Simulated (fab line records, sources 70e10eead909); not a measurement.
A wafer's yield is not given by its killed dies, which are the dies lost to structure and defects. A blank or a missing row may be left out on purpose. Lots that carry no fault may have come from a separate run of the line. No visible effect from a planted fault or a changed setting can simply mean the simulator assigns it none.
fab line records ; flow nandHarc
record: lots: 13; wafers: 39; lastDay: 33
route steps=1302 shown A_STAIRCASE@702
lots with no fault: from the same line, run without faults
startH: hours from the record's opening day to when the first of the lot's shown wafers began ; waitH: how many hours have passed since the lot's step before this one ; " the same as in the row above ; L1.1+2: one row covering several wafers at once ; - no value, or no start was given ; * or withheld: withheld ; < > ~ a bound
route shown NAME@n: a module of which the file shows steps, and the number in the route of the first ; usual: average and standard deviation across the fault-free wafers ; same: alike in all rows ; chamber/n: place in a boat ; sites: each site's reading ; _std_site: how widely they spread, as a standard deviation ; _edge_site: inner sites' mean taken away from outer sites' mean ; radiusMm: how far each site lies from the wafer's centre ; mask NAME#n: copy n ; behind: the most recent tool/chamber to have shaped the wafer ; hold: what put the lot on hold/how long, in hours/how the hold closed ; device: the transistor (n, p or np) that didn't switch ; end of line: tests run on the same wafers once the route is complete ; a step with no rows: only its recipe ; killed: at the first sort, the dies lost to defects and structure; wafer yield is something else ; map: shows each die of a wafer: x if killed, . if not, _ if none is there
set.NAME: the setting the step ran with; set.NAME@STEP: the setting that earlier step ran with ; model.NAME: the simulator's own value behind a step, which no gauge read
one table for each step of the route and one row for each wafer, over a sample of lots
services: a tool's chamber out of use, with start hour (startH, from the record's first day; less than 0 if before it), hours out, and reason
== steps ==
step: NHARC_A_STAIRCASE_ETCH_188
recipe: targetDepthA: 1000; timeS: 40.5; ionEnergyEv: 400; c4f8FlowSccm: 20; o2FlowSccm: 10; arFlowSccm: withheld; rfW: 600; biasW: 1000; chemistry: C4F8/O2
usual: oesProductAu: 0.947/0.013; rfVppV: 895/3.9
lot.wafer;tool;chamber;startH;waitH;oesProductAu;rfHoursCounterH;rfVppV
L804.1;rieDiel-06;2;-;-;0.964;12;899
L804.4;rieDiel-06;3;-;-;0.961;13;893
L804.5;rieDiel-06;3;-;-;0.967;-;896
L805.4;rieDiel-10;3;-;-;0.962;44;898
L805.1;rieDiel-10;0;-;-;0.957;46;888
L805.5;rieDiel-10;3;-;-;0.965;-;898
L813.2;rieDiel-10;1;-;-;0.955;4;895
L813.4;rieDiel-10;3;-;-;0.967;3;896
L813.3;rieDiel-10;0;-;-;0.972;4;886
L818.3;rieDiel-12;2;-;-;0.941;16;896
L818.2;rieDiel-12;0;-;-;0.951;16;893
L818.5;rieDiel-12;1;-;-;0.952;-;894
L819.2;rieDiel-06;0;-;-;0.947;4;898
L819.3;rieDiel-06;1;-;-;0.942;4;886
L819.4;rieDiel-06;3;-;-;0.937;3;893
L821.2;rieDiel-12;2;-;-;0.944;20;895
L821.3;rieDiel-12;0;-;-;0.944;21;891
L821.6;rieDiel-12;2;-;-;0.941;-;894
L820.3;rieDiel-06;0;-;-;0.943;8;897
L820.2;rieDiel-06;1;-;-;0.928;8;888
L820.6;rieDiel-06;3;-;-;0.940;-;893
L822.3;rieDiel-12;3;-;-;0.942;27;896
L822.5;rieDiel-12;3;-;-;0.947;-;896
L822.6;rieDiel-12;0;-;-;0.948;-;892
L823.1;rieDiel-06;3;-;-;0.966;13;894
L823.4;rieDiel-06;0;-;-;0.941;12;897
L823.5;rieDiel-06;1;-;-;0.963;-;887
L824.4;rieDiel-10;1;-;-;0.948;45;894
L824.6;rieDiel-10;2;-;-;0.938;-;901
L824.5;rieDiel-10;3;-;-;0.952;-;899
L825.1;rieDiel-10;3;-;-;0.920;45;897
L825.3;rieDiel-10;0;-;-;0.936;40;886
L825.2;rieDiel-10;1;-;-;0.922;46;895
L826.2;rieDiel-06;2;-;-;0.971;30;895
L826.1;rieDiel-06;1;-;-;0.949;29;887
L826.6;rieDiel-06;2;-;-;0.963;-;897
L827.1;rieDiel-06;2;-;-;0.944;36;896
L827.3;rieDiel-06;1;-;-;0.954;34;888
L827.5;rieDiel-06;3;-;-;0.968;-;893
step: NHARC_A_STAIRCASE_ETCH_192
recipe: targetDepthA: 1000; timeS: 40.5; ionEnergyEv: 400; c4f8FlowSccm: 20; o2FlowSccm: 10; arFlowSccm: withheld; rfW: 600; biasW: 1000; chemistry: C4F8/O2
usual: oesProductAu: 0.945/0.011; rfVppV: 895/3.7
lot.wafer;tool;chamber;startH;waitH;oesProductAu;rfHoursCounterH;rfVppV
L804.1;rieDiel-06;1;-;-;0.962;11;889
L804.4;rieDiel-06;3;-;-;0.967;13;895
L804.5;rieDiel-06;1;-;-;0.959;-;889
L805.1;rieDiel-10;2;-;-;0.951;44;902
L805.4;rieDiel-10;1;-;-;0.955;44;894
L805.5;rieDiel-10;3;-;-;0.953;-;898
L813.3;rieDiel-10;2;-;-;0.927;4;902
L813.4;rieDiel-10;3;-;-;0.953;4;898
L813.2;rieDiel-10;0;-;-;0.959;4;888
L818.2;rieDiel-12;2;-;-;0.947;16;894
L818.3;rieDiel-12;3;-;-;0.954;15;897
L818.5;rieDiel-12;1;-;-;0.949;-;894
L819.2;rieDiel-06;3;-;-;0.950;3;892
L819.3;rieDiel-06;0;-;-;0.948;4;896
L819.4;rieDiel-06;1;-;-;0.957;5;887
L821.2;rieDiel-12;3;-;-;0.953;20;897
L821.3;rieDiel-12;0;-;-;0.952;21;892
L821.6;rieDiel-12;3;-;-;0.964;-;897
L820.3;rieDiel-06;3;-;-;0.951;9;893
L820.2;rieDiel-06;1;-;-;0.947;9;890
L820.6;rieDiel-06;0;-;-;0.955;-;899
L822.3;rieDiel-12;3;-;-;0.938;27;897
L822.6;rieDiel-12;1;-;-;0.935;-;893
L822.5;rieDiel-12;2;-;-;0.934;-;896
L823.1;rieDiel-06;0;-;-;0.948;12;897
L823.4;rieDiel-06;2;-;-;0.935;14;896
L823.5;rieDiel-06;0;-;-;0.946;-;898
L824.4;rieDiel-10;0;-;-;0.932;40;888
L824.6;rieDiel-10;1;-;-;0.940;-;894
L824.5;rieDiel-10;2;-;-;0.925;-;900
L825.1;rieDiel-10;1;-;-;0.961;46;895
L825.3;rieDiel-10;3;-;-;0.942;46;896
L825.2;rieDiel-10;0;-;-;0.961;41;886
L826.2;rieDiel-06;2;-;-;0.965;30;895
L826.1;rieDiel-06;0;-;-;0.937;27;898
L826.6;rieDiel-06;3;-;-;0.960;-;894
L827.3;rieDiel-06;0;-;-;0.944;34;897
L827.1;rieDiel-06;1;-;-;0.925;34;888
L827.5;rieDiel-06;0;-;-;0.946;-;898
step: NHARC_A_STAIRCASE_TRIM_198
recipe: timeS: 211.2; o2FlowSccm: 500; arFlowSccm: 0; biasW: 0; chemistry: O2
usual: drypumpMotorCurrentA: 5.7/0.51; oesProductAu: 1.002/0.0094; rfVppV: 57.7/0.87; showerheadPlenumPTorr: 3.50/0.1; throttleValvePct: 17.036/0.01
lot.wafer;tool;chamber;startH;waitH;drypumpMotorCurrentA;oesProductAu;rfHoursCounterH;rfVppV;showerheadPlenumPTorr;throttleValvePct
L804.1;rieDiel-12;1;358.91;-;5.9;0.997;26;57.8;3.51;17.037
L804.4;rieDiel-12;2;358.91;-;5.8;0.996;27;57.2;3.54;17.040
L804.5;rieDiel-12;0;358.91;-;6.1;1.002;-;56.9;3.45;17.027
L805.1;rieDiel-12;0;364.45;-;6.1;0.990;28;58.8;3.45;17.044
L805.4;rieDiel-12;1;364.45;-;5.8;0.987;28;58.7;3.51;17.012
L805.5;rieDiel-12;0;364.45;-;6.1;0.998;-;56.4;3.45;17.025
L813.4;rieDiel-10;3;447.34;-;5.0;1.001;4;56.7;3.59;17.027
L813.2;rieDiel-10;0;447.34;-;5.6;0.816;4;59.3;3.30;17.047
L813.3;rieDiel-10;2;447.34;-;6.0;0.992;4;57.3;3.65;17.033
L818.2;rieDiel-12;0;502.72;-;6.1;1.012;16;57.3;3.42;17.051
L818.3;rieDiel-12;2;502.72;-;5.8;1.006;16;56.9;3.51;17.036
L818.5;rieDiel-12;3;502.72;-;6.0;1.015;-;57.2;3.55;17.050
L819.2;rieDiel-12;0;507.94;-;6.1;1.005;18;58.3;3.42;17.038
L819.4;rieDiel-12;1;507.94;-;5.9;1.013;19;57.4;3.48;17.039
L819.3;rieDiel-12;2;507.94;-;5.8;0.995;18;57.4;3.51;17.044
L821.2;rieDiel-12;1;517.65;-;5.9;0.999;21;57.5;3.48;17.030
L821.3;rieDiel-12;2;517.65;-;5.8;0.999;20;57.7;3.51;17.036
L821.6;rieDiel-12;1;517.65;-;5.9;1.014;-;57.9;3.48;17.043
L820.2;rieDiel-06;2;522.69;-;4.6;1.001;10;58.5;3.56;17.028
L820.3;rieDiel-06;0;522.69;-;6.3;1.013;9;58.3;3.57;17.043
L820.6;rieDiel-06;2;522.69;-;4.6;1.000;-;58.6;3.56;17.040
L822.3;rieDiel-12;2;532.83;-;5.8;0.990;25;57.8;3.50;17.048
L822.6;rieDiel-12;1;532.83;-;5.9;0.999;-;56.6;3.48;17.043
L822.5;rieDiel-12;2;532.83;-;5.8;0.982;-;58.7;3.50;17.031
L823.1;rieDiel-10;2;533.83;-;5.9;0.989;40;57.3;3.63;17.035
L823.4;rieDiel-10;0;533.83;-;5.6;1.004;32;56.8;3.28;17.041
L823.5;rieDiel-10;2;533.83;-;6.0;0.985;-;58.1;3.63;17.023
L824.4;rieDiel-10;1;564.28;-;6.5;1.001;47;56.8;3.48;17.047
L824.5;rieDiel-10;1;564.28;-;6.5;1.008;-;57.5;3.48;17.028
L824.6;rieDiel-10;2;564.28;-;5.9;0.981;-;56.8;3.62;17.027
L825.3;rieDiel-10;0;564.94;-;5.6;1.006;42;57.8;3.28;17.032
L825.2;rieDiel-10;1;564.94;-;6.5;1.002;47;58.3;3.48;17.028
L825.1;rieDiel-10;3;564.94;-;5.0;1.004;47;58.3;3.56;17.033
L826.2;rieDiel-12;3;573.39;-;6.0;0.998;36;57.7;3.54;17.030
L826.1;rieDiel-12;1;573.39;-;5.9;0.990;37;57.7;3.47;17.041
L826.6;rieDiel-12;3;573.39;-;6.0;0.998;-;57.1;3.54;17.037
L827.3;rieDiel-06;2;588.31;-;4.6;0.999;37;58.8;3.54;17.036
L827.1;rieDiel-06;0;588.31;-;6.4;1.006;34;59.1;3.56;17.027
L827.5;rieDiel-06;2;588.31;-;4.6;1.013;-;58.6;3.54;17.030
step: NHARC_A_STAIRCASE_ETCH_201
recipe: targetDepthA: 1000; timeS: 40.5; ionEnergyEv: 400; c4f8FlowSccm: 20; o2FlowSccm: 10; arFlowSccm: withheld; rfW: 600; biasW: 1000; chemistry: C4F8/O2
usual: oesProductAu: 0.946/0.01; rfVppV: 895/3.9
lot.wafer;tool;chamber;startH;waitH;oesProductAu;rfHoursCounterH;rfVppV
L804.4;rieDiel-12;2;-;-;0.943;27;897
L804.1;rieDiel-12;3;-;-;0.952;27;899
L804.5;rieDiel-12;3;-;-;0.949;-;898
L805.1;rieDiel-12;1;-;-;0.934;28;895
L805.4;rieDiel-12;2;-;-;0.961;28;897
L805.5;rieDiel-12;3;-;-;0.954;-;897
L813.2;rieDiel-10;3;-;-;0.945;5;898
L813.3;rieDiel-10;1;-;-;0.934;5;896
L813.4;rieDiel-10;2;-;-;0.922;5;902
L818.2;rieDiel-12;0;-;-;0.956;17;893
L818.3;rieDiel-12;2;-;-;0.933;16;896
L818.5;rieDiel-12;3;-;-;0.956;-;897
L819.3;rieDiel-12;0;-;-;0.941;19;892
L819.2;rieDiel-12;2;-;-;0.952;18;895
L819.4;rieDiel-12;3;-;-;0.961;18;897
L821.3;rieDiel-12;3;-;-;0.945;20;896
L821.2;rieDiel-12;0;-;-;0.939;21;892
L821.6;rieDiel-12;0;-;-;0.929;-;889
L820.2;rieDiel-06;3;-;-;0.950;10;892
L820.3;rieDiel-06;0;-;-;0.948;9;898
L820.6;rieDiel-06;3;-;-;0.958;-;892
L822.3;rieDiel-12;0;-;-;0.967;28;892
L822.6;rieDiel-12;3;-;-;0.952;-;896
L822.5;rieDiel-12;0;-;-;0.962;-;892
L823.4;rieDiel-10;3;-;-;0.952;37;898
L823.1;rieDiel-10;0;-;-;0.955;32;888
L823.5;rieDiel-10;3;-;-;0.955;-;898
L824.4;rieDiel-10;1;-;-;0.937;47;894
L824.6;rieDiel-10;0;-;-;0.941;-;885
L824.5;rieDiel-10;1;-;-;0.938;-;893
L825.1;rieDiel-10;1;-;-;0.947;47;894
L825.2;rieDiel-10;2;-;-;0.925;52;898
L825.3;rieDiel-10;0;-;-;0.949;42;884
L826.2;rieDiel-12;3;-;-;0.952;37;897
L826.1;rieDiel-12;2;-;-;0.928;37;896
L826.6;rieDiel-12;1;-;-;0.941;-;893
L827.3;rieDiel-06;1;-;-;0.933;35;888
L827.1;rieDiel-06;2;-;-;0.940;37;897
L827.5;rieDiel-06;1;-;-;0.946;-;889
== services ==
tool;chamber;startH;hours;kind
rieDiel-12;0;353.02;-;clean
rieDiel-12;1;353.02;-;clean
rieDiel-12;2;353.02;-;clean
rieDiel-12;3;353.02;-;clean
rieDiel-12;0;377.52;-;clean
rieDiel-12;1;377.52;-;clean
rieDiel-12;2;377.52;-;clean
rieDiel-12;3;377.52;-;clean
rieDiel-06;0;382.08;59.9;repair
rieDiel-06;2;392.11;8.8;repair
rieDiel-10;2;393.98;2.7;repair
rieDiel-12;0;402.02;-;clean
rieDiel-12;1;402.02;-;clean
rieDiel-12;2;402.02;-;clean
rieDiel-12;3;402.02;-;clean
rieDiel-10;-;419.65;9.0;pm
rieDiel-06;3;426.35;13.7;repair
rieDiel-12;0;426.52;-;clean
rieDiel-12;1;426.52;-;clean
rieDiel-12;-;446.86;9.0;pm
rieDiel-06;0;474.62;15.1;repair
rieDiel-06;-;486.56;9.0;pm
rieDiel-06;3;557.88;3.3;repair
rieDiel-12;0;570.96;13.3;repair
== key ==
firstSign: step: NHARC_A_STAIRCASE_TRIM_198; reading: oesProductAu; direction: down; sigmas: 20; usual: 1.002; struck: 0.816
effect none on later readings
metAt NHARC_A_STAIRCASE_TRIM_198
struckLots L813
struckWafers L813.2
laterRowsLeftOut L813.2
sortLeftOut L813.2
testerLeftOut L813
notActingAt NHARC_A_STAIRCASE_ETCH_188,NHARC_A_STAIRCASE_ETCH_192,NHARC_A_STAIRCASE_ETCH_201
fault: kind: processParameterDrift; tool: rieDiel-10; chamber: 0; onsetH: 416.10; steps: NHARC_A_STAIRCASE_TRIM_198; channel: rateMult; offset: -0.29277; shape: step; endH: 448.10
testerLeftOut: of these lots the tester's yield and bins aren't shown, on N5 and GAA mostly nor the transistor test; their killed dies are dies lost to structure and defects alone, not to doping, threshold or leakage, so they don't give the yield
sortLeftOut: the simulated sort isn't trusted on such a fault, so these wafers' sort isn't shown, and their yield isn't known
laterRowsLeftOut: the simulator's readings of these wafers behind a module that went badly wrong aren't trusted and aren't shown, but for the sort
